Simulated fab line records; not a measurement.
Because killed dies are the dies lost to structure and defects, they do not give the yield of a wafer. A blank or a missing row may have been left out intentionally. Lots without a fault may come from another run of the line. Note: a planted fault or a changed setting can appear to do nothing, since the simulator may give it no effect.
Chamber matching    flow n5Finfet    N5_BEOL_M2_ETCH_77 on rieDiel-03 has 4 sister chambers
The step etches underlayer in N2/H2, target depth 6.5 nm, time 5.2 s. 20 wafers are shown with their chamber, then 10 later ones without.

## WAFERS WITH THEIR CHAMBER
wafer   chamber  showerheadPlenumPTorr (Torr)  drypumpMotorCurrentA (A)  rfVppV (V)
L074.1  2        2.53                          5.6                       522
L074.4  1        2.61                          5.8                       528
L074.6  1        2.61                          5.8                       524
L075.2  2        2.52                          5.6                       522
L075.3  1        2.61                          5.8                       524
L075.5  0        2.36                          5.8                       520
L077.3  0        2.35                          5.8                       517
L077.5  3        2.61                          5.5                       527
L077.6  2        2.52                          5.6                       524
L083.1  2        2.52                          5.6                       525
L083.3  3        2.60                          5.6                       527
L083.5  0        2.35                          5.7                       518
L085.2  1        2.60                          5.8                       526
L085.5  1        2.60                          5.8                       526
L085.6  2        2.52                          5.6                       522
L086.2  2        2.51                          5.6                       521
L086.5  0        2.35                          5.7                       515
L086.6  1        2.60                          5.8                       528
L094.2  0        2.34                          5.7                       518
L094.3  3        2.60                          5.5                       526

SIGNATURES, as means of the wafers listed above
reading                chamber 0  chamber 1  chamber 2  chamber 3  scatter within a chamber
showerheadPlenumPTorr  2.3500     2.6050     2.5200     2.6033     0.00621
drypumpMotorCurrentA   5.740      5.800      5.600      5.533      0.0342
rfVppV                 517.60     526.00     522.67     526.67     1.6
Rule: for each reading, subtract the chamber's mean from the wafer's reading, divide by that reading's scatter and square the result; add these up over the readings and take the root, which gives the wafer's distance from the chamber. If the next closest chamber is less than 2 further off than the closest, the wafer can't be placed; otherwise it belongs to the closest. The scatter: take each reading less its chamber's mean, square it, sum over the shown wafers, divide by the number of wafers less the number of chambers, and take the root.

## WAFERS WITH NO CHAMBER GIVEN
wafer   showerheadPlenumPTorr (Torr)  drypumpMotorCurrentA (A)  rfVppV (V)
L094.4  2.51                          5.6                       523
L095.1  2.34                          5.8                       518
L095.4  2.51                          5.6                       523
L095.5  2.50                          5.6                       523
L096.1  2.50                          5.6                       524
L096.2  2.59                          5.5                       526
L096.4  2.59                          5.8                       526
L097.3  2.59                          5.5                       526
L097.4  2.50                          5.6                       525
L097.5  2.50                          5.6                       521

## CHAMBER TAKEN BY EACH
wafer   from the rows above  in truth
L094.4  2                    2
L095.1  0                    0
L095.4  2                    2
L095.5  2                    2
L096.1  2                    2
L096.2  3                    3
L096.4  1                    1
L097.3  3                    3
L097.4  2                    2
L097.5  2                    2
Placed correctly: 10 of 10. Can't be placed from these rows: 0. 0 placed wrongly.
